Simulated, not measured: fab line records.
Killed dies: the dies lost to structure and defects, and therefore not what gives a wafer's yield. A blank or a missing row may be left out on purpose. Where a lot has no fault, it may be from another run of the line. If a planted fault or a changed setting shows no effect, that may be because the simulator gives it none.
Chamber matching :: flow nand_harc :: NHARC_P_BONDPAD_CMP_32 on cmp-03: 4 sister chambers
The step polishes SiCN, target thk 200 nm. 8 wafers are shown with their chamber, then 8 later ones without.

== WAFERS PAIRED WITH THEIR CHAMBERS ==
wafer: L075.6
chamber: 2
motor_current_A (A): 11.9

wafer: L079.2
chamber: 2
motor_current_A (A): 11.5

wafer: L081.2
chamber: 0
motor_current_A (A): 13.0

wafer: L081.5
chamber: 1
motor_current_A (A): 11.6

wafer: L083.2
chamber: 0
motor_current_A (A): 12.9

wafer: L083.3
chamber: 1
motor_current_A (A): 12.0

wafer: L083.4
chamber: 3
motor_current_A (A): 13.0

wafer: L084.1
chamber: 3
motor_current_A (A): 12.5

== WAFERS MISSING THEIR CHAMBER ==
wafer: L084.2
motor_current_A (A): 11.4

wafer: L084.6
motor_current_A (A): 13.3

wafer: L089.1
motor_current_A (A): 11.7

wafer: L089.2
motor_current_A (A): 11.6

wafer: L089.3
motor_current_A (A): 13.7

wafer: L091.2
motor_current_A (A): 11.8

wafer: L091.5
motor_current_A (A): 13.0

wafer: L091.6
motor_current_A (A): 13.0

== WHICH CHAMBER EACH WENT THROUGH ==
wafer: L084.2
from the rows above: can't be placed: 2 or 1
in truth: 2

wafer: L084.6
from the rows above: can't be placed: 0 or 3
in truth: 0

wafer: L089.1
from the rows above: can't be placed: 2 or 1
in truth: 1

wafer: L089.2
from the rows above: can't be placed: 2 or 1
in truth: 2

wafer: L089.3
from the rows above: can't be placed: 0 or 3
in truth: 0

wafer: L091.2
from the rows above: can't be placed: 1 or 2
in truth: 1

wafer: L091.5
from the rows above: can't be placed: 0 or 3
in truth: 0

wafer: L091.6
from the rows above: can't be placed: 0 or 3
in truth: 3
0 of 8 placed correctly. From these rows, 8 cannot be placed; in 8 the true chamber is one of the candidates. Placed wrongly: 0.
How it was worked out, from the rows above alone: a wafer's distance from a chamber is the root of the sum, over the readings, of the square of ((its reading less the chamber's mean) divided by the reading's scatter). The wafer belongs to the nearest chamber; if the next one is less than 2 further off, it can't be placed. For every chamber, the mean is computed from those of its wafers that are shown. The scatter: take each reading less its chamber's mean, square it, sum over the shown wafers, divide by the number of wafers less the number of chambers, and take the root.
